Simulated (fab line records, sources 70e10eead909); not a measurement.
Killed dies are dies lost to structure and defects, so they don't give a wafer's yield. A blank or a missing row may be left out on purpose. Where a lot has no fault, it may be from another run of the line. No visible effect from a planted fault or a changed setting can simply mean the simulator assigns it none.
Chamber matching | flow nand harc | rie diel-03 running NHARC_A_STAIRCASE_TRIM_220: 4 sister chambers
The step chemistry O2, time 211.2 s. 8 wafers are shown with their chamber, then 8 later ones without.

## WAFERS WITH THEIR CHAMBER
wafer  | chamber | showerhead plenum p Torr (Torr) | chamber pressure mTorr (mTorr)
L078.3 | 2       | 3.67                            | 59.96
L078.4 | 0       | 3.53                            | 60.12
L081.2 | 1       | 3.56                            | 60.15
L081.5 | 3       | 3.39                            | 59.97
L088.4 | 1       | 3.55                            | 60.07
L088.5 | 3       | 3.38                            | 59.98
L088.6 | 0       | 3.52                            | 60.04
L085.1 | 2       | 3.66                            | 60.01

## WAFERS WITHOUT THEIR CHAMBER
wafer  | showerhead plenum p Torr (Torr) | chamber pressure mTorr (mTorr)
L085.2 | 3.38                            | 60.03
L085.4 | 3.52                            | 60.05
L087.1 | 3.51                            | 59.94
L087.2 | 3.38                            | 59.92
L087.4 | 3.54                            | 60.09
L091.2 | 3.54                            | 60.07
L091.3 | 3.37                            | 60.10
L091.6 | 3.65                            | 59.96

## CHAMBER TAKEN BY EACH
wafer  | from the rows above     | in truth
L085.2 | 3                       | 3
L085.4 | 0                       | 0
L087.1 | 0                       | 0
L087.2 | 3                       | 3
L087.4 | can't be placed: 0 or 1 | 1
L091.2 | can't be placed: 0 or 1 | 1
L091.3 | 3                       | 3
L091.6 | 2                       | 2
Correctly placed: 6 of 8. Not placeable from these rows: 2 (in 2, the candidates include the true chamber). 0 placed wrongly.
How it was worked out, from the rows above alone: a wafer's distance from a chamber is the root of the sum, over the readings, of the square of ((its reading less the chamber's mean) divided by the reading's scatter). If the next closest chamber is less than 2 further off than the closest, the wafer can't be placed; otherwise it belongs to the closest. The mean given for a chamber averages the wafers shown for that chamber. The scatter: the root of (the sum of the squares of (reading less its chamber's mean) over the shown wafers, divided by (wafers less chambers)).
